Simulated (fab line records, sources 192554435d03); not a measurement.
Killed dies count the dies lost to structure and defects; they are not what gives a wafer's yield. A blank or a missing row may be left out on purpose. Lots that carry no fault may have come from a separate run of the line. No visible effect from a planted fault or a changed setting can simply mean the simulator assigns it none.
fab line records    flow n5Finfet
record: lots: 5  wafers: 13  lastDay: 17
route steps=1938 shown BEOL_M1@789 BEOL_M4@1111 PASSIVATION@1936
lots that met no fault: from a run of the same line without faults
startH: the number of hours between the record's first day and the start of the first shown wafer of the lot    waitH: how many hours have passed since the lot's step before this one    " identical to the entry in the row above    L1.1+2: one row covering several wafers at once    - either no value or no given start    * or withheld: withheld    < > ~ a bound
route shown NAME@n: NAME is a module with steps in the file, n the number in the route of the first one    usual: mean/standard deviation of fault-free wafers    same: alike in all rows    chamber/n: place in a boat    sites: per-site readings    _std_site: standard deviation across them    _edge_site: mean of outer sites minus mean of inner sites    radiusMm: how far each site lies from the wafer's centre    mask NAME#n: copy n    behind: the most recent tool/chamber to have shaped the wafer    hold: reason for holding the lot/hours on hold/outcome of the hold    device: the n, p or np transistor that did not switch    end of line: the tests these same wafers got at the end of their route    where a step has no rows: the recipe by itself    killed: the dies lost at the first sort to structure and to defects; this is not the yield of the wafer    map: dies across one wafer; x = killed, . = not, _ = none there
set.NAME: setting as actually run; set.NAME@STEP: the setting as run at that earlier step    model.NAME: the simulator's own value behind a step, which no gauge read
lots at some steps of the route; a table a step, a row a wafer
services: when a tool's chamber went out of use (startH, in hours from the record's first day, below 0 if earlier), for how many hours, and the reason
== steps ==
step: N5_BEOL_M1_DESCUM_33
recipe: chemistry: O2  timeS: 7  sourcePowerW: 50  biasPowerW: 20  pressureMtorr: 20  rfFrequencyHz: 2.712e+07  tempC: 40  resist: CAR-EUV  o2FlowSccm: 225
step: N5_BEOL_M1_ETCH_77
recipe: chemistry: N2/H2  target: underlayer  targetDepthA: 65  maskMaterial: CAR-EUV  timeS: 5.2  ionEnergyEv: 200  pressureMtorr: 30  sourceW: 840  biasW: 150  n2FlowSccm: 200  h2FlowSccm: 200  ends: cleared
step: N5_BEOL_M1_ETCH_69
recipe: chemistry: CF4  target: SiARC  targetDepthA: 156  maskMaterial: CAR-EUV  timeS: 26  ionEnergyEv: 80  pressureMtorr: 40  sourceW: 545  biasW: 36  Ar_flow_sccm: 100  cf4FlowSccm: 100  ends: cleared
step: N5_BEOL_M1_ALD_98
recipe: material: SiO2  targetThkA: 25  tempC: 100  aldPrecursorFamily: BDEAS  aldCoReactant: O2-plasma  pulseTimeS: 1  coReactantPulseTimeS: 1  purgeTimeS: 2  coReactantPurgeTimeS: 2  aldCycles: 17  pressureTorr: 2
step: N5_BEOL_M1_ETCHBACK_99
recipe: chemistry: CHF3  target: SiO2  targetDepthA: 50  timeS: 10.4  sourceW: 215  biasW: 47  Ar_flow_sccm: 200  CHF3_flow_sccm: 12  ionEnergyEv: 100  pressureMtorr: 30
step: N5_BEOL_M1_ETCH_70
recipe: chemistry: N2/H2  target: SOC  targetDepthA: 800  overetchA: 160  maskMaterial: SiARC  tempC: 40  timeS: 120  ionEnergyEv: 200  pressureMtorr: 30  sourceW: 840  biasW: 150  n2FlowSccm: 200  h2FlowSccm: 200
step: N5_BEOL_M1_STRIP_71
recipe: chemistry: N2/H2  tempC: 40  n2FlowSccm: 200  h2FlowSccm: 200  rfFrequencyHz: 6e+07
step: N5_BEOL_M1_STRIP_78
recipe: chemistry: N2/H2  tempC: 40  n2FlowSccm: 200  h2FlowSccm: 200  rfFrequencyHz: 6e+07
step: N5_BEOL_M1_VIA_ETCH_34
recipe: chemistry: C4F6/O2  targetDepthA: 678  maskMaterial: SOC  pressureMtorr: 15  ionEnergyEv: 250  taperDeg: 4  timeS: 64.4  sourceW: 350  biasW: 170  Ar_flow_sccm: 300  C4F6_flow_sccm: 10  O2_flow_sccm: 10
step: N5_BEOL_M1_STRIP_83
recipe: chemistry: C4F6/O2  resist: SiARC  rfFrequencyHz: 6e+07
step: N5_BEOL_M1_STRIP_36
recipe: chemistry: N2/H2  powerW: 450  tempC: 40  pressureMtorr: 20  rfFrequencyHz: 6e+07  overashFraction: 0.3  biasPowerW: 7  h2Frac: 0.5  n2FlowSccm: 200  h2FlowSccm: 200
step: N5_BEOL_M1_TRENCH_ETCH_37
recipe: chemistry: C4F6/O2  targetDepthA: 552.07  target: SiOC  timeS: 29  ionEnergyEv: 250  pressureMtorr: 30  sourceW: 355  biasW: 185  Ar_flow_sccm: 300  C4F6_flow_sccm: 10  O2_flow_sccm: 10
usual: drypumpMotorCurrentA: 5.8/0.43  oes_ar_750_au: 0.72/0.034  oes_f_703_au: 0.72/0.036  oesProductAu: 0.72/0.038  rfFwdPowerW: 349.6/1.8  rfVppV: 669/23  runLengthS: 52.3/0.36  showerheadPlenumPTorr: 2.90/0.073  throttleValvePct: 21.01/0.2
lot.wafer  tool        chamber  startH  waitH  drypumpMotorCurrentA  oes_ar_750_au  oes_f_703_au  oesProductAu  rfFwdPowerW  rfHoursCounterH  rfVppV  runLengthS  showerheadPlenumPTorr  throttleValvePct  model.BEOL_M1.featureDepthNm  model.etch.depthNm
L102.1     rieDiel-03  2        129.74  -      5.6                   0.79           0.79          0.79          351.2        87               643     52.9        2.88                   21.08             54.2                          54.18
L102.2     "           0        "       "      5.9                   0.72           0.70          0.73          348.8        169              710     52.2        2.97                   20.94             54.8                          54.87
L102.6     "           0        "       "      5.9                   0.72           0.69          0.72          348.4        -                709     52.0        2.97                   20.97             54.6                          54.51
L107.1     rieDiel-03  3        163.08  -      5.9                   0.70           0.71          0.69          348.9        217              646     52.1        2.94                   21.29             54.8                          54.87
L107.5     "           3        "       "      5.9                   0.70           0.71          0.69          350.0        -                646     52.4        2.94                   21.30             55                            54.92
L107.6     "           0        "       "      5.9                   0.71           0.68          0.71          -            -                710     48.1        2.96                   20.98             47.6                          47.64
L109.2     rieDiel-03  0        174.15  -      5.9                   0.71           0.68          0.71          349.3        188              708     52.0        2.96                   20.99             54.6                          54.56
L109.6     "           2        "       "      5.6                   0.77           0.76          0.77          -            -                641     49.0        2.88                   21.11             46.8                          46.82
L112.3     rieDiel-03  2        188.62  -      5.7                   0.77           0.77          0.77          -            110              643     48.9        2.87                   21.12             46.8                          46.75
L112.4     "           3        "       "      5.9                   0.69           0.71          0.68          351.5        225              647     52.4        2.94                   21.33             54.4                          54.49
L120.2     rieDiel-05  3        252.25  -      6.0                   0.69           0.70          0.66          350.6        244              685     52.8        2.84                   21.21             55                            55.04
L120.3     "           2        "       "      6.3                   0.72           0.71          0.72          350.8        223              665     52.3        2.94                   20.80             54.8                          54.89
L120.6     "           2        "       "      6.3                   0.71           0.72          0.72          349.7        -                665     52.5        2.94                   20.81             54.8                          54.85
step: N5_BEOL_M1_ETCH_41
recipe: chemistry: CH3F/O2  target: SiCN  targetDepthA: 319  taperDeg: 2  timeS: 57.8  ionEnergyEv: 120  maskMaterial: TiN  pressureMtorr: 30  sourceW: 395  biasW: 75  Ar_flow_sccm: 150  CH3F_flow_sccm: 30  O2_flow_sccm: 20
step: N5_BEOL_M1_STRIP_97
recipe: chemistry: N2/H2  timeS: 10  powerW: 450  tempC: 40  pressureMtorr: 20  rfFrequencyHz: 6e+07  biasPowerW: 7  n2FlowSccm: 200  h2FlowSccm: 200
step: N5_BEOL_M1_OCD_MEAS_38
usual: trenchDepthNm: 54.6/0.87
lot.wafer  tool    chamber  startH  waitH  trenchDepthNm
L102.1     ocd-01  -        129.90  -      54.0
L102.2     "       -        "       "      55.3
L102.6     "       -        "       "      54.9
L107.1     ocd-02  -        163.23  -      55.5
L107.5     "       -        "       "      55.1
L107.6     "       -        "       "      47.9
L109.2     ocd-02  -        174.31  -      54.8
L109.6     "       -        "       "      47.1
L112.3     ocd-01  -        188.79  -      47.1
L112.4     "       -        "       "      54.2
L120.2     ocd-02  -        252.40  -      54.5
L120.3     "       -        "       "      55.1
L120.6     "       -        "       "      55.3
step: N5_BEOL_M1_HM_STRIP_39
recipe: chemistry: peroxideTinStrip  material: TiN  targetDepthA: 250  tempC: 50  timeS: 158
step: N5_BEOL_M4_RC_MEAS_101
usual: DIBL_N: 36.2/2.2  DIBL_P: 36.5/3  IOFF_N: 0.16/0.039  IOFF_P: 0.22/0.047  ION_N: 675/15  ION_P: 463/10  SS_N: 71.6/0.71  SS_P: 73.4/0.94  VT_N: 250/3.6  VT_P: -250/3.9
lot.wafer  tool       chamber  startH  waitH  DIBL_N[mV/V]  DIBL_P[mV/V]  IOFF_N[nA/um]  IOFF_P[nA/um]  ION_N[uA/um]  ION_P[uA/um]  SS_N[mV/dec]  SS_P[mV/dec]  VT_N[mV]  VT_P[mV]
L102.1     prober-01  0        167.22  0.0    34.5          30.9          0.11           0.14           655           447           71.3          71.7          256       -256
L102.2     "          0        "       "      37.6          36.6          0.17           0.23           677           464           72.7          73.5          249       -249
L102.6     "          0        "       "      38.1          35.8          0.18           0.22           679           456           72.9          73.6          248       -250
L107.1     prober-02  0        200.80  0.0    36.8          38.3          0.19           0.26           665           460           72.2          75.0          245       -245
L107.5     "          0        "       "      39.2          40.2          0.23           0.30           683           463           72.6          75.2          247       -246
L107.6     "          0        "       "      37.2          38.9          0.19           0.28           673           465           71.4          75.3          249       -246
L109.2     prober-02  0        218.27  0.2    33.8          33.2          0.13           0.14           670           449           70.8          73.0          252       -257
L109.6     "          0        "       "      30.7          28.8          0.10           0.11           643           440           70.7          71.1          258       -262
L112.3     prober-02  0        230.79  0.3    36.5          37.8          0.17           0.22           682           472           71.5          72.9          248       -250
L112.4     "          0        "       "      37.0          38.2          0.19           0.23           694           475           71.6          73.3          247       -250
L120.2     prober-02  0        289.77  0.2    34.5          34.9          0.15           0.23           695           480           71.0          72.4          246       -243
L120.3     "          0        "       "      35.0          35.5          0.16           0.24           670           475           71.6          73.1          247       -246
L120.6     "          0        "       "      32.6          32.1          0.12           0.19           646           457           70.8          72.4          252       -247
step: N5_PASSIVATION_PROBE_49
usual: defectLimitedYield: 91.5/1.5  killed_at_M0_to_M3: 32/10  killed_at_M4_up: 13/4.9  killedAtContacts: 13/6.1  killedAtFrontEnd: 38/11  killedAtOther: 3/3.2  killedDies: 101/18  killedOpen: 66/13  killedShort: 32/8.3  sort_bin_5_function: 5.0/1  sort_bin_6_memory: 3.2/0.74  sort_bin_8_speed: 0.1/1.1  sortNPass: 1078/22  sortYieldPct: 91.3/1.9
same: grossDies: 1180  killedAtBackSide: 0  sort_bin_4_leakage[%]: 0
lot.wafer  tool       chamber  startH  waitH  defectLimitedYield[%]  killed_at_M0_to_M3  killed_at_M4_up  killedAtContacts  killedAtFrontEnd  killedAtOther  killedDies  killedOpen  killedShort  sort_bin_5_function[%]  sort_bin_6_memory[%]  sort_bin_8_speed[%]  sortNPass  sortYieldPct[%]
L112.3     prober-01  -        335.45  0.1    92.8                   27                  8                16                31                3              85          54          27           3.3                     3.3                   0                    1095       92.8
L112.4     prober-01  -        335.50  0.2    91.3                   23                  9                21                46                4              103         63          38           5.0                     3.2                   0                    1077       91.3
killed by level:class
L112.3 MOL_CONTACT_COAG:geometricParticle:open=12 BEOL_M1:geometricParticle:open=9 FIN_SAQP:geometricParticle:short=6 BEOL_M0_SAQP:geometricParticle:open=6 FIN_SAQP:geometricParticle:open=5 STI_FIN_REVEAL:geometricParticle:open=5 GATE_CUT:geometricParticle:short=4 MOL_CONTACT_COAG:geometricParticle:short=3
L112.4 MOL_CONTACT_COAG:geometricParticle:open=13 FIN_SAQP:geometricParticle:short=9 FIN_SAQP:geometricParticle:open=7 DUMMY_GATE:geometricParticle:open=7 GATE_CUT:geometricParticle:short=7 GATE_CUT:geometricParticle:open=7 MOL_CONTACT_COAG:geometricParticle:short=7 BEOL_M0_SAQP:geometricParticle:short=7
== services ==
tool        chamber  startH  hours  kind
rieDiel-03  0        109.28  3.0    repair
rieDiel-05  0        124.31  6.9    repair
rieDiel-03  1        127.54  46.7   repair
rieDiel-05  3        136.41  7.8    repair
rieDiel-03  -        242.73  14.6   pm
== key ==
firstSign: step: N5_BEOL_M1_TRENCH_ETCH_37  reading: runLengthS  direction: down  sigmas: 10  usual: *  struck: *
effect: step: N5_BEOL_M1_OCD_MEAS_38  reading: trenchDepthNm  direction: down  sigmas: 8.3  usual: 54.6  struck: 47.4
modelEffect: step: N5_BEOL_M1_TRENCH_ETCH_37  value: BEOL_M1.featureDepthNm  without: 54.33  struck: 47.07
metAt N5_BEOL_M1_TRENCH_ETCH_37
struckWafers L107.6,L109.6,L112.3
baselineLoss: step: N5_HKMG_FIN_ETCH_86  wafers: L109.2
onsetBetween 129.74 163.08
fault: kind: processParameterDrift  tool: rieDiel-03  chamber: -  onsetH: 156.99  steps: N5_BEOL_M1_TRENCH_ETCH_37  channel: timeS  offset: *  shape: step  endH: 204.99  scope: struckWafersOnly  actsIn: *  stated: *
baselineLoss: these wafers lose ten dies or more at that step, a loss of the line's own and not of a fault; the sort's usual values leave them out
